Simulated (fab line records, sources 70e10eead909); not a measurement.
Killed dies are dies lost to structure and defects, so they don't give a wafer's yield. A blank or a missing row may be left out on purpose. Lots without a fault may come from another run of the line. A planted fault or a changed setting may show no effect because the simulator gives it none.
One fault seen from 2 desks | flow nand_harc | each desk has only its own numbers; what lay behind them comes last

THE METROLOGY DESK
What the gauges read, lot by lot, whatever tool the lot ran on: means of the sampled wafers that have a number. A lot is out of limits, marked OUT, if its mean lies more than 4 standard deviations from the usual mean; the brackets give that distance.
Columns: A = cd_nm at NHARC_A_BONDPAD_CD_MEAS_13, usual 499.2 nm
lot  | first seen here | A
L978 | day 23 14:31    | 497.2
L979 | day 23 16:47    | 499.4
L984 | day 26 03:44    | 498.8
L991 | day 28 04:57    | 498.2
L992 | day 29 03:53    | 499.4
L993 | day 29 09:37    | 501.6
L994 | day 30 08:17    | 500.4
L995 | day 31 04:30    | 501.5
L997 | day 31 13:41    | 497.3
L999 | day 31 17:55    | 498.4
L998 | day 31 20:12    | 497.8
L100 | day 32 07:37    | 497.9
This desk's finding: nothing out of limits on any of the 12 lots.

THE TOOL OWNER'S DESK: krf_scanner-04
The tool's own readings at NHARC_A_BONDPAD_EXPOSE_06 (exposes mask A BPAD): means of the sampled wafers that have a number, for each lot that ran on this tool. A lot is out of limits, marked OUT, if its mean lies more than 4 standard deviations from the usual mean; the brackets give that distance.
Columns: A = exposure_dose_mJ_cm2 at NHARC_A_BONDPAD_EXPOSE_06, usual 36.99; B = focus_offset_nm at NHARC_A_BONDPAD_EXPOSE_06, usual 0.0 nm
lot  | first seen here | A     | B
L978 | day 23 13:50    | 36.96 | 0.2
L993 | day 29 08:56    | 37.03 | 0.3
L997 | day 31 13:01    | 37.01 | 0.0
L999 | day 31 17:14    | 37.02 | 0.5
L998 | day 31 19:31    | 37.00 | -0.4
This desk's finding: nothing out of limits on any of the 5 lots.

PUT TOGETHER
The metrology desk saw nothing out of limits.
The tool owner's desk saw nothing out of limits.

WHAT THE SIMULATOR HAD PUT IN
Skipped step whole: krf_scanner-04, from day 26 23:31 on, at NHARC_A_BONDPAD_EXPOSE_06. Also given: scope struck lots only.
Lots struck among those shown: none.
